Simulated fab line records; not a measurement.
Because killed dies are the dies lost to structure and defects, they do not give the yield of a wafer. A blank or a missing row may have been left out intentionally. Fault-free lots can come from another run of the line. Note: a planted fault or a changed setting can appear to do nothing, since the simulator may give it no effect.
fab line records ; flow n5_finfet
record lots=3; wafers=9; last_day=20
route steps=1938 shown BEOL_M0_SAQP@655 BEOL_M0_CUTY@710 BEOL_M4@1111 PASSIVATION@1936
lots untouched by any fault: they come from a run of this same line in which no faults occurred
start_h: hours from the record's opening day to when the first of the lot's shown wafers began ; wait_h: how many hours have passed since the lot's step before this one ; " identical to the entry in the row above ; L1.1+2: several wafers, shown together as one row ; - value missing, or start not given ; * or withheld: withheld ; < > ~ a bound
route shown NAME@n: NAME is a module with steps in the file, n the number in the route of the first one ; usual: the fault-free wafers' mean and standard deviation ; same: alike in all rows ; chamber/n: place in a boat ; sites: readings site by site ; _std_site: standard deviation of those values ; _edge_site: outer sites' mean less inner sites' ; radius_mm: for every site, how far away it sits from the centre of the wafer ; mask NAME#n: copy n ; behind: the tool/chamber that last shaped the wafer ; hold: why the lot went on hold/how many hours it stayed there/how the hold came to an end ; device: names the non-switching transistor (n, p or np) ; end of line: tests of these same wafers at the route's end ; where a step has no rows: the recipe by itself ; killed: not the wafer's yield, but the dies lost to structure and defects at the first sort ; map: a wafer's dies, marking killed ones x, the rest . and places with no die _
set.NAME: setting as actually run; set.NAME@STEP: the setting as run at that earlier step ; model.NAME: the simulator's own value behind a step, which no gauge read
lots at selected steps of the route; one table per step, one row per wafer
services: a tool's chamber out of use, with start hour (start_h, from the record's first day; less than 0 if before it), hours out, and reason
## steps
# step N5_BEOL_M0_SAQP_STRIP_80
# recipe chemistry=N2/H2; temp_c=40; n2_flow_sccm=200; h2_flow_sccm=200; rf_frequency_hz=6e+07
# step N5_BEOL_M0_SAQP_HM_OPEN_112
# recipe chemistry=CHF3/O2; target=SiO2; stop_on=a-Si; target_depth_a=120; over_etch_frac=1.25; mask_material=SOC; time_s=13.5; pressure_mtorr=30; source_w=650; bias_w=170; Ar_flow_sccm=200; CHF3_flow_sccm=50; O2_flow_sccm=5; ion_energy_ev=200; ends=end_point
# step N5_BEOL_M0_SAQP_STRIP_113
# recipe chemistry=CHF3/O2; resist=SiARC; rf_frequency_hz=6e+07
# step N5_BEOL_M0_SAQP_MANDREL_ETCH_20
# recipe target_depth_a=600; chemistry=HBr/Cl2; target=a-Si; stop_on=SiNx; bt_time_s=10; mask_material=SOC; over_etch_frac=0.5; time_s=30; pressure_mtorr=10; icp_w=800; bias_w=75; HBr_flow_sccm=150; Cl2_flow_sccm=80; ends=end_point
# step N5_BEOL_M0_SAQP_STRIP_86
# recipe chemistry=N2/H2; power_w=500; temp_c=40; pressure_mtorr=50; rf_frequency_hz=6e+07; overash_fraction=0.3; bias_power_w=28; h2_frac=0.5; n2_flow_sccm=300; h2_flow_sccm=300
# step N5_BEOL_M0_SAQP_STRIP_115
# recipe chemistry=post_etch_residue_remover; time_s=60; temp_c=25; remover_ph=withheld; remover_water_wt_pct=withheld; remover_fluoride_wt_pct=withheld
# step N5_BEOL_M0_SAQP_SRD_93
# recipe dry=ipa_marangoni; time_s=30; temp_c=23; rinse_liquid=diw
# step N5_BEOL_M0_SAQP_RECESS_114
# recipe chemistry=HF/NH3; target=SiO2; target_depth_a=144; afs_cycles=3; temp_c=30; sublimation_temp_c=180; sublimation_time_s=60
# step N5_BEOL_M0_SAQP_SPACER1_ALD_98
# recipe material=SiO2; target_thk_a=128; temp_c=300; ald_precursor_family=BDEAS; ald_co_reactant=O2-plasma; pulse_time_s=1; purge_time_s=2; co_reactant_purge_time_s=2; ald_cycles=138; pressure_torr=2
# step N5_BEOL_M0_SAQP_SPACER1_ETCHBACK_99
# recipe chemistry=CHF3/O2; mode=anisotropic_etchback; target=SiO2; target_depth_a=154; time_s=7.7; pressure_mtorr=30; source_w=650; bias_w=170; Ar_flow_sccm=200; CHF3_flow_sccm=50; O2_flow_sccm=5; ion_energy_ev=200
# step N5_BEOL_M0_SAQP_MANDREL1_REMOVE_100
# recipe chemistry=HBr/Cl2/O2; bt_time_s=10; target=a-Si; stop_on=SiNx; endpoint=OES-SiCl; over_etch_frac=0.85; icp_w=600; bias_w=30; HBr_flow_sccm=150; Cl2_flow_sccm=80; O2_flow_sccm=5; pressure_mtorr=10
# step N5_BEOL_M0_SAQP_ETCH_101
# recipe chemistry=CH3F/O2; target=SiNx; mask_material=SiO2; target_depth_a=299; time_s=42.7; pressure_mtorr=30; source_w=395; bias_w=73; Ar_flow_sccm=150; CH3F_flow_sccm=30; O2_flow_sccm=20; ion_energy_ev=120
# usual drypump_motor_current_A=5.6/0.3; oes_f_703_au=0.80/0.07; oes_product_au=0.80/0.074; rf_vpp_V=296/8; showerhead_plenum_p_Torr=1.99/0.079; throttle_valve_pct=16.34/0.19
lot.wafer;tool;chamber;start_h;wait_h;drypump_motor_current_A;oes_f_703_au;oes_product_au;rf_hours_counter_h;rf_vpp_V;showerhead_plenum_p_Torr;throttle_valve_pct
L316.3;rie_diel-06;2;174.28;0.0;5.9;0.79;0.79;102;288;1.85;16.29
L316.5;rie_diel-06;2;174.28;0.0;5.9;0.80;0.79;-;289;1.85;16.31
L316.6;rie_diel-06;3;174.28;0.0;5.8;0.71;0.71;-;294;1.99;16.59
L322.2;rie_diel-03;2;211.84;0.0;5.4;0.71;0.69;226;298;2.06;16.54
L322.3;rie_diel-03;0;211.84;0.0;6.0;0.82;0.85;42;304;2.03;16.19
L322.6;rie_diel-03;0;211.84;0.0;6.0;0.83;0.85;-;304;2.03;16.21
L327.1;rie_diel-06;0;248.14;0.0;5.5;0.89;0.91;35;292;1.96;16.03
L327.5;rie_diel-06;0;248.14;0.0;5.5;0.89;0.90;-;290;1.96;16.04
L327.6;rie_diel-06;1;248.14;0.0;5.3;0.80;0.83;-;313;2.04;16.50
# step N5_BEOL_M0_SAQP_ETCH_102
# recipe chemistry=CF4; target=SiO2; target_depth_a=40; ion_energy_ev=350; time_s=4.4; pressure_mtorr=10; icp_w=800; bias_w=400; cf4_flow_sccm=80
# step N5_BEOL_M0_SAQP_MANDREL_ETCH_103
# recipe chemistry=HBr/Cl2; target=a-Si; target_depth_a=450; bt_time_s=10; stop_on=SiCN; mask_material=SiO2; over_etch_frac=0.8; time_s=27; pressure_mtorr=10; icp_w=800; bias_w=75; HBr_flow_sccm=150; Cl2_flow_sccm=80; ends=end_point
# step N5_BEOL_M0_SAQP_RECESS_104
# recipe chemistry=HF/NH3; target=SiO2; target_depth_a=180; afs_cycles=3; temp_c=30; sublimation_temp_c=180; sublimation_time_s=60
# step N5_BEOL_M0_SAQP_COAT_105
# recipe resist=SOC; temp_c=250; time_s=60; spin_rpm=1500; resist_thk_nm=100
# step N5_BEOL_M0_SAQP_ETCH_106
# recipe chemistry=N2/H2; target=SOC; target_depth_a=1500; stop_on=SiNx; ion_energy_ev=100; bias_w=61; pressure_mtorr=30; source_w=850; n2_flow_sccm=200; h2_flow_sccm=200
# step N5_BEOL_M0_SAQP_ETCH_107
# recipe chemistry=CH3F/O2; target=SiNx; target_depth_a=300; mask_material=SOC; pressure_mtorr=30; source_w=395; bias_w=73; Ar_flow_sccm=150; CH3F_flow_sccm=30; O2_flow_sccm=20; ion_energy_ev=120
# step N5_BEOL_M0_SAQP_STRIP_108
# recipe chemistry=N2/H2; power_w=500; temp_c=40; pressure_mtorr=50; rf_frequency_hz=6e+07; overash_fraction=0.3; bias_power_w=28; h2_frac=0.5; n2_flow_sccm=300; h2_flow_sccm=300
# step N5_BEOL_M0_SAQP_RECESS_109
# recipe chemistry=HF/NH3; target=SiO2; target_depth_a=30; afs_cycles=1; temp_c=30; sublimation_temp_c=180; sublimation_time_s=60
# step N5_BEOL_M0_SAQP_SPACER2_ALD_26
# recipe material=SiO2; target_thk_a=150; temp_c=300; ald_precursor_family=BDEAS; ald_co_reactant=O2-plasma; pulse_time_s=1; purge_time_s=2; co_reactant_purge_time_s=2; pressure_torr=2
# step N5_BEOL_M0_SAQP_SPACER2_ETCHBACK_27
# recipe chemistry=CHF3/O2; mode=anisotropic_etchback; target=SiO2; target_depth_a=225; time_s=11.25; pressure_mtorr=30; source_w=650; bias_w=170; Ar_flow_sccm=200; CHF3_flow_sccm=50; O2_flow_sccm=5; ion_energy_ev=200
# step N5_BEOL_M0_SAQP_MANDREL2_REMOVE_110
# recipe chemistry=HBr/Cl2/O2; bt_time_s=10; target=a-Si; stop_on=SiCN; endpoint=OES-SiCl; over_etch_frac=1; icp_w=600; bias_w=30; HBr_flow_sccm=150; Cl2_flow_sccm=80; O2_flow_sccm=5; pressure_mtorr=10
# step N5_BEOL_M0_SAQP_COAT_69
# recipe resist=SOC; temp_c=250; time_s=60; spin_rpm=1500; resist_thk_nm=90
# step N5_BEOL_M0_SAQP_COAT_72
# recipe resist=SiARC; temp_c=220; time_s=60; spin_rpm=1500; resist_thk_nm=15
# step N5_BEOL_M0_SAQP_COAT_87
# recipe resist=underlayer; temp_c=205; time_s=60; spin_rpm=1500; resist_thk_nm=5
# step N5_BEOL_M0_SAQP_COAT_34
# recipe resist=CAR-EUV; spin_rpm=1500; resist_thk_nm=30
# step N5_BEOL_M0_SAQP_EBR_36
# recipe solvent=PGMEA; ebr_width_mm=1.5
# step N5_BEOL_M0_SAQP_SOFTBAKE_35
# recipe temp_c=110; time_s=60; resist=CAR-EUV
# step N5_BEOL_M0_SAQP_EXPOSE_37
# recipe mask_id=M0_CUT1; na=0.33; source_shape=annular; sigma_inner=0.35; sigma_outer=0.8; polarization=unpolarized; target_cd_nm=30; dose_mj=44.75
# step N5_BEOL_M0_SAQP_PEB_38
# recipe peb_temp_c=100; peb_time_s=60; resist=CAR-EUV
# step N5_BEOL_M0_SAQP_DEVELOP_39
# recipe develop_time_s=30; developer=TMAH; resist=CAR-EUV; rinse_liquid=surfactant_rinse; dry=air_spin; dev_temp_c=23
# step N5_BEOL_M0_SAQP_INSPECT_42
# recipe mode=adi; inspect_instrument=brightfield
# usual raw_defect_count=276/74
lot.wafer;tool;chamber;start_h;wait_h;raw_defect_count
L316.3;defect_inspect-02;-;176.40;0.0;316
L316.5;defect_inspect-02;-;176.40;0.0;216
L316.6;defect_inspect-02;-;176.40;0.0;993
L322.2;defect_inspect-02;-;214.20;0.0;268
L322.3;defect_inspect-02;-;214.20;0.0;317
L322.6;defect_inspect-02;-;214.20;0.0;288
L327.1;defect_inspect-02;-;250.42;0.1;259
L327.5;defect_inspect-02;-;250.42;0.1;168
L327.6;defect_inspect-02;-;250.42;0.1;179
# step N5_BEOL_M0_SAQP_DESCUM_45
# recipe chemistry=O2; time_s=7; source_power_w=50; bias_power_w=20; pressure_mtorr=20; rf_frequency_hz=2.712e+07; temp_c=40; resist=CAR-EUV; o2_flow_sccm=225
# step N5_BEOL_M0_SAQP_ETCH_88
# recipe chemistry=N2/H2; target=underlayer; target_depth_a=65; time_s=5.2; ion_energy_ev=200; mask_material=CAR-EUV; pressure_mtorr=30; source_w=840; bias_w=150; n2_flow_sccm=200; h2_flow_sccm=200; ends=cleared
# step N5_BEOL_M0_SAQP_ETCH_73
# recipe chemistry=CF4; target=SiARC; target_depth_a=195; mask_material=CAR-EUV; time_s=32.5; ion_energy_ev=80; pressure_mtorr=40; source_w=545; bias_w=36; Ar_flow_sccm=100; cf4_flow_sccm=100; ends=cleared
# step N5_BEOL_M0_SAQP_CUT_ETCH_46
# recipe chemistry=N2/H2; target=SOC; target_depth_a=1350; overetch_a=270; temp_c=40; time_s=202.5; ion_energy_ev=200; mask_material=SiARC; pressure_mtorr=30; source_w=840; bias_w=150; n2_flow_sccm=200; h2_flow_sccm=200
# step N5_BEOL_M0_SAQP_STRIP_74
# recipe chemistry=N2/H2; temp_c=40; n2_flow_sccm=200; h2_flow_sccm=200; rf_frequency_hz=6e+07
# step N5_BEOL_M0_CUTY_INSPECT_59
# recipe mode=adi; inspect_instrument=macro
# usual raw_defect_count=1.9/1.3
lot.wafer;tool;chamber;start_h;wait_h;raw_defect_count
L316.3;defect_inspect-02;-;177.97;0.0;1
L316.5;defect_inspect-02;-;177.97;0.0;1
L316.6;defect_inspect-02;-;177.97;0.0;>300
L322.2;defect_inspect-02;-;215.73;0.0;4
L322.3;defect_inspect-02;-;215.73;0.0;1
L322.6;defect_inspect-02;-;215.73;0.0;1
L327.1;defect_inspect-02;-;251.91;0.0;1
L327.5;defect_inspect-02;-;251.91;0.0;0
L327.6;defect_inspect-02;-;251.91;0.0;0
# step N5_BEOL_M4_RC_MEAS_101
# usual DIBL_N=36.5/2.1; DIBL_P=36.6/2.6; IOFF_N=0.17/0.044; IOFF_P=0.21/0.048; ION_N=674/17; ION_P=462/9.5; SS_N=71.6/0.77; SS_P=73.5/0.72; VT_N=250/4.2; VT_P=-250/3.9
lot.wafer;tool;chamber;start_h;wait_h;DIBL_N[mV/V];DIBL_P[mV/V];IOFF_N[nA/um];IOFF_P[nA/um];ION_N[uA/um];ION_P[uA/um];SS_N[mV/dec];SS_P[mV/dec];VT_N[mV];VT_P[mV]
L316.3;prober-01;0;276.03;0.3;38.7;40.4;0.24;0.26;685;466;71.9;74.7;247;-251
L316.5;prober-01;0;276.03;0.3;34.3;34.4;0.13;0.17;661;453;71.3;72.4;255;-257
L316.6;prober-01;0;276.03;0.3;34.7;35.8;0.15;0.19;678;462;70.9;73.5;250;-255
L322.2;prober-01;0;300.08;0.2;36.9;36.9;0.19;0.27;669;465;71.8;73.9;249;-243
L322.3;prober-01;0;300.08;0.2;35.1;35.0;0.15;0.23;673;473;70.8;73.1;248;-245
L322.6;prober-01;0;300.08;0.2;35.9;35.6;0.16;0.24;688;479;71.6;73.9;250;-245
L327.1;prober-02;0;339.33;0.0;34.6;34.2;0.13;0.18;663;459;71.0;72.8;254;-249
L327.5;prober-02;0;339.33;0.0;32.9;32.6;0.10;0.16;651;451;70.6;72.4;257;-253
L327.6;prober-02;0;339.33;0.0;36.7;37.1;0.17;0.22;676;464;70.9;73.0;251;-249
# step N5_PASSIVATION_PROBE_49
# usual defect_limited_yield=91.2/1.5; killed_at_M0_to_M3=36/10; killed_at_M4_up=14/5.2; killed_at_contacts=12/6; killed_at_front_end=37/10; killed_at_other=4/3.3; killed_dies=104/18; killed_on_rim=14/4.1; killed_open=68/14; killed_short=34/7.4; sort_bin_5_function=5.2/1; sort_bin_6_memory=3.3/0.7; sort_bin_8_speed=0.01/0.045; sort_n_pass=1076/18; sort_yield_pct=91.2/1.5
# same gross_dies=1180; killed_at_back_side=0; sort_bin_4_leakage[%]=0
lot.wafer;tool;chamber;start_h;wait_h;defect_limited_yield[%];killed_at_M0_to_M3;killed_at_M4_up;killed_at_contacts;killed_at_front_end;killed_at_other;killed_dies;killed_on_rim;killed_open;killed_short;sort_bin_5_function[%];sort_bin_6_memory[%];sort_bin_8_speed[%];sort_n_pass;sort_yield_pct[%]
L316.3;prober-01;-;388.79;0.1;91.6;41;7;7;43;1;99;12;66;33;5.9;2.3;0;1081;91.6
L316.5;prober-01;-;388.89;0.2;90.7;34;13;7;54;2;110;14;68;40;7.0;2.1;0;1070;90.7
L316.6;prober-01;-;388.94;0.3;82.8;153;15;4;29;2;203;27;59;27;10.2;4.0;0;977;82.8
L322.2;prober-01;-;420.08;0.1;93.5;23;8;4;34;8;77;7;47;29;4.1;2.2;0.08;1103;93.5
L322.3;prober-01;-;420.13;0.1;90.1;31;25;12;39;10;117;14;80;36;5.5;4.1;0;1063;90.1
L322.6;prober-01;-;420.28;0.3;89.9;21;27;8;57;6;119;14;88;31;5.8;4.0;0;1061;89.9
L327.1;prober-01;-;481.79;0.0;95.1;13;10;4;29;2;58;9;41;17;2.9;1.9;0;1122;95.1
L327.5;prober-01;-;481.99;0.2;93.6;16;15;10;31;3;75;8;51;24;4.5;1.8;0;1105;93.6
L327.6;prober-01;-;482.04;0.3;93.0;27;15;6;32;3;83;15;55;28;3.7;2.9;0;1097;93.0
# killed by level:class
L316.3 BEOL_M0_SAQP:geometric_particle:short=10 STI_FIN_REVEAL:geometric_particle:open=10 BEOL_M3:geometric_particle:open=9 FIN_SAQP:geometric_particle:open=8 BEOL_M0_SAQP:geometric_particle:open=8 STI_FIN_REVEAL:geometric_particle:short=7 MOL_CONTACT_COAG:geometric_particle:open=7 BEOL_M1:geometric_particle:open=7
L316.5 STI_FIN_REVEAL:geometric_particle:open=13 FIN_SAQP:geometric_particle:short=10 FIN_SAQP:geometric_particle:open=8 BEOL_M3:geometric_particle:open=8 BEOL_M0_SAQP:geometric_particle:short=7 DUMMY_GATE:geometric_particle:open=6 STARTING-WAFER:geometric_particle:short=6 MOL_CONTACT_COAG:geometric_particle:open=5
L316.6 BEOL_M0_SAQP:unspecified=117 FIN_SAQP:geometric_particle:open=13 BEOL_M0_SAQP:geometric_particle:short=11 BEOL_M2:geometric_particle:open=9 BEOL_M0_SAQP:geometric_particle:open=6 BEOL_M4:geometric_particle:open=6 STI_FIN_REVEAL:geometric_particle:open=5 BEOL_M3:geometric_particle:open=5
L322.2 BEOL_M0_SAQP:geometric_particle:open=7 STARTING-WAFER:geometric_particle:open=6 STI_FIN_REVEAL:geometric_particle:open=5 DUMMY_GATE:geometric_particle:open=5 MOL_CONTACT_COAG:geometric_particle:open=4 BEOL_M0_SAQP:geometric_particle:short=4 MIM_TOP_ETCH:geometric_particle:short=4 FIN_SAQP:geometric_particle:short=3
L322.3 BEOL_M4:geometric_particle:open=16 STI_FIN_REVEAL:geometric_particle:open=15 BEOL_M2:geometric_particle:open=8 MOL_CONTACT_COAG:geometric_particle:open=7 BEOL_M3:geometric_particle:open=6 MOL_CONTACT_COAG:geometric_particle:short=5 BEOL_M0_SAQP:geometric_particle:open=5 STARTING-WAFER:geometric_particle:open=5
L322.6 BEOL_M4:geometric_particle:open=18 STI_FIN_REVEAL:geometric_particle:open=11 FIN_SAQP:geometric_particle:open=8 ILD0:geometric_particle:open=7 BEOL_M1:geometric_particle:open=7 FIN_SAQP:geometric_particle:short=6 MOL_CONTACT_COAG:geometric_particle:open=6 STARTING-WAFER:geometric_particle:open=5
L327.1 DUMMY_GATE:geometric_particle:open=9 BEOL_M3:geometric_particle:open=6 FIN_SAQP:geometric_particle:open=5 FIN_SAQP:geometric_particle:short=5 BEOL_M4:geometric_particle:open=4 MOL_CONTACT_COAG:geometric_particle:open=3 STARTING-WAFER:geometric_particle:open=3 DUMMY_GATE:geometric_particle:short=2
L327.5 MOL_CONTACT_COAG:geometric_particle:open=8 STI_FIN_REVEAL:geometric_particle:open=5 BEOL_M3:geometric_particle:open=5 FIN_SAQP:geometric_particle:short=4 DUMMY_GATE:geometric_particle:open=4 BEOL_M0_SAQP:geometric_particle:open=4 BEOL_M7:geometric_particle:open=4 STARTING-WAFER:geometric_particle:short=4
L327.6 BEOL_M2:geometric_particle:open=8 MOL_CONTACT_COAG:geometric_particle:open=6 FIN_SAQP:geometric_particle:short=5 STI_FIN_REVEAL:geometric_particle:open=5 DUMMY_GATE:geometric_particle:open=5 BEOL_M0_SAQP:geometric_particle:short=5 STARTING-WAFER:geometric_particle:short=4 BEOL_M3:geometric_particle:open=4
# map L316.6 (x killed, . not)
_________________..........x.________________
______________x........x...x...._____________
___________.....xx......x.......x..__________
__________....................x....._________
________.x...x....x..................._______
_______...x..................x.........______
______.............x.........xx....x...._____
_____...x...........x............x.......____
____.....................x....x...........___
___......x........x....................x...__
___............x...x.......................__
__..........x.................x............._
__x............x...xx...x...x..............._
_..................xx......x...............x.
_................x.......................x...
_.....xx..x.......x..........................
_.........x......x..x..................x.....
_........x............x......................
_......xx.x.......................x..........
_.........................x.......x...x....x.
_x............xx.............................
__...............x........x...x............._
__........xx........x.....................x._
___.x......................x....x..........__
___...............x.x.xxxx.......x........x__
____...........x...x.xxxx.xxxx...x........___
_____............x.xxxxxxxxxxxxx.x.......____
______............xxx.xxxxxxxxxxx......._____
_______.x..........xxxxxxxxxxxx.xx.....______
________............xxxxxxxxxxxx......_______
__________..xx....xx.xxxxxxxxxxxx..x_________
___________.....x..xxxxxxxxxxxxx...__________
______________...x.xxxxxxxxxxxxx_____________
_________________..xxxxxxxxxx________________
# map L327.6 (x killed, . not)
_________________..x.........________________
______________....xx....x......._____________
___________........................__________
__________.........................._________
________...........x.................._______
_______.x...........x.....x............______
______...............x.....x...x........_____
_____........................x......x...x____
____.x................................x...___
___....x........x......x..x...x............__
___.........................x.............x__
__...x....x.......x...............x........._
__......................x..................._
_....................x..........x............
_x.x........................x...xx....x......
_............................................
_....x..........................x...xxx.x....
_................x.............x.............
_.x.....................x...x...x............
_.............................x......x.......
_...x......................xx..x.............
__...x..........x..........................x_
__............x...x........................._
___........x.x......x..............x.......__
___..x.x...............................xx..__
____...........................x.x........___
_____x..x...............................x____
______.................................x_____
_______......x.........................______
________.x...........xx..............._______
__________x....................x...._________
___________...x....................__________
______________.......x......x..._____________
_________________...........x________________
## services
tool;chamber;start_h;hours;kind
rie_diel-06;3;163.11;4.1;repair
rie_diel-03;3;200.07;23.7;repair
rie_diel-03;2;220.43;3.6;repair
## key
first_sign step=N5_BEOL_M0_SAQP_INSPECT_42; reading=raw_defect_count; direction=up; sigmas=9.6; usual=276; struck=993
effect step=N5_BEOL_M0_CUTY_INSPECT_59; reading=raw_defect_count; direction=up; sigmas=99+; usual=1.9; struck=>300
effect step=N5_PASSIVATION_PROBE_49; reading=killed_at_M0_to_M3; direction=up; sigmas=11; usual=36; struck=153
more_kills_born_at N5_BEOL_M0_SAQP_ETCH_101@rie_diel-06=117
met_at N5_BEOL_M0_SAQP_ETCH_101
struck_wafers L316.6
fault kind=chamber_particle_source; tool=rie_diel-06; chamber=3; onset_h=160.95; steps=N5_BEOL_M0_SAQP_ETCH_101; rate_per_visit_cm2=1.0694; end_h=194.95
